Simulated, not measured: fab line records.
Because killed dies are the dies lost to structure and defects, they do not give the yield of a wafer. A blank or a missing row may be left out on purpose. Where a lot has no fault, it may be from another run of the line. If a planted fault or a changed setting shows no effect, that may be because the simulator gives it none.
Split-lot study + flow n5-finfet + 39 wafers read across 7 lots, on a route 1938 steps long

ON THE SPLIT
At N5_DUMMY_GATE_ETCH_32 (etches SiO2 in CF4, target depth 3.5 nm, time 3.9 s), the setting time-s was moved away from the recipe's 3.9 s on 15 of the 39 wafers read, by +7.5% to +23.5%. For the rest of the wafers, this setting stayed at what the recipe calls for.

The reading comes from the split's own step.

THE READING
etch.depth-nm (the simulator's own value, which no gauge read), in nm, at N5_DUMMY_GATE_ETCH_32 (etches SiO2 in CF4, target depth 3.5 nm, time 3.9 s). There is no usual value for it anywhere in the file. Across the 24 wafers here that went through the recipe, the average is 3.476 nm and the standard deviation 0.065 nm.

| wafer  | tool, chamber at the split | time-s as run, s | against the recipe | etch.depth-nm, nm | against lot-mates on the recipe |
|--------|----------------------------|------------------|--------------------|-------------------|---------------------------------|
| L078.1 | rie-si-03, 3               | 3.9              | recipe             | 3.524             | -                               |
| L078.2 | rie-si-03, 2               | 4.215            | +8.1%              | 3.751             | +0.263                          |
| L078.3 | rie-si-03, 0               | 4.215            | +8.1%              | 3.729             | +0.241                          |
| L078.4 | rie-si-03, 1               | 4.215            | +8.1%              | 3.774             | +0.286                          |
| L078.5 | rie-si-03, 3               | 3.9              | recipe             | 3.518             | -                               |
| L078.6 | rie-si-03, 0               | 3.9              | recipe             | 3.423             | -                               |
| L079.1 | rie-si-05, 0               | 4.818            | +23.5%             | 4.135             | +0.647                          |
| L079.2 | rie-si-05, 2               | 4.818            | +23.5%             | 4.225             | +0.737                          |
| L079.3 | rie-si-05, 3               | 3.9              | recipe             | 3.528             | -                               |
| L079.4 | rie-si-05, 1               | 3.9              | recipe             | 3.522             | -                               |
| L079.5 | rie-si-05, 1               | 4.818            | +23.5%             | 4.377             | +0.889                          |
| L079.6 | rie-si-05, 2               | 3.9              | recipe             | 3.414             | -                               |
| L084.1 | rie-si-05, 2               | 3.9              | recipe             | 3.451             | -                               |
| L084.2 | rie-si-05, 1               | 3.9              | recipe             | 3.538             | -                               |
| L084.3 | rie-si-05, 0               | 3.9              | recipe             | 3.363             | -                               |
| L084.4 | rie-si-05, 3               | 3.9              | recipe             | 3.517             | -                               |
| L084.5 | rie-si-05, 3               | 3.9              | recipe             | 3.549             | -                               |
| L084.6 | rie-si-05, 2               | 3.9              | recipe             | 3.429             | -                               |
| L085.1 | rie-si-06, 3               | 4.562            | +17.0%             | 4.059             | +0.626                          |
| L085.2 | rie-si-06, 0               | 3.9              | recipe             | 3.504             | -                               |
| L085.3 | rie-si-06, 1               | 3.9              | recipe             | 3.386             | -                               |
| L085.4 | rie-si-06, 2               | 3.9              | recipe             | 3.409             | -                               |
| L085.5 | rie-si-06, 2               | 4.562            | +17.0%             | 3.968             | +0.535                          |
| L085.6 | rie-si-06, 1               | 4.562            | +17.0%             | 3.975             | +0.542                          |
| L088.1 | rie-si-03, 1               | 4.308            | +10.5%             | 3.852             | +0.311                          |
| L088.2 | rie-si-03, 2               | 3.9              | recipe             | 3.517             | -                               |
| L088.3 | rie-si-03, 3               | 3.9              | recipe             | 3.567             | -                               |
| L088.4 | rie-si-03, 0               | 4.308            | +10.5%             | 3.83              | +0.289                          |
| L088.5 | rie-si-03, 1               | 3.9              | recipe             | 3.539             | -                               |
| L088.6 | rie-si-03, 0               | 4.308            | +10.5%             | 3.811             | +0.270                          |
| L089.1 | rie-si-05, 0               | 3.9              | recipe             | 3.376             | -                               |
| L089.3 | rie-si-05, 2               | 3.9              | recipe             | 3.458             | -                               |
| L089.6 | rie-si-05, 0               | 3.9              | recipe             | 3.397             | -                               |
| L097.1 | rie-si-05, 1               | 4.193            | +7.5%              | 3.872             | +0.370                          |
| L097.2 | rie-si-05, 2               | 3.9              | recipe             | 3.407             | -                               |
| L097.3 | rie-si-05, 3               | 3.9              | recipe             | 3.531             | -                               |
| L097.4 | rie-si-05, 0               | 4.193            | +7.5%              | 3.635             | +0.133                          |
| L097.5 | rie-si-05, 0               | 4.193            | +7.5%              | 3.628             | +0.126                          |
| L097.6 | rie-si-05, 3               | 3.9              | recipe             | 3.567             | -                               |

THE FIT
A straight line over all 39 wafers: etch.depth-nm changes by +0.0323 nm for each +1% of time-s; r = +0.96; the points scatter about the line by 0.07 nm.
The same after taking each lot's own level away (the mean of its wafers on the recipe; 39 wafers): +0.0321 nm for each +1%; r = +0.97; scatter 0.064 nm.
On that fit, the largest move of time-s shifts the reading by 0.76 nm.
Across the lots, their own levels run from 3.4103 to 3.5410 nm, a range of 2.0 times the standard deviation given above.
The two slopes agree, so the slope changes little with the lot-to-lot level.
Check: for one of the wafers moved furthest among these (+23.5%), held out of the fit, the line's prediction against its lot-mates is +0.775 nm. It came out at +0.647 nm against them.

FILE'S OWN FIT
etch.depth-nm changes by +0.0319 nm for each +1% of time-s, r = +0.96.
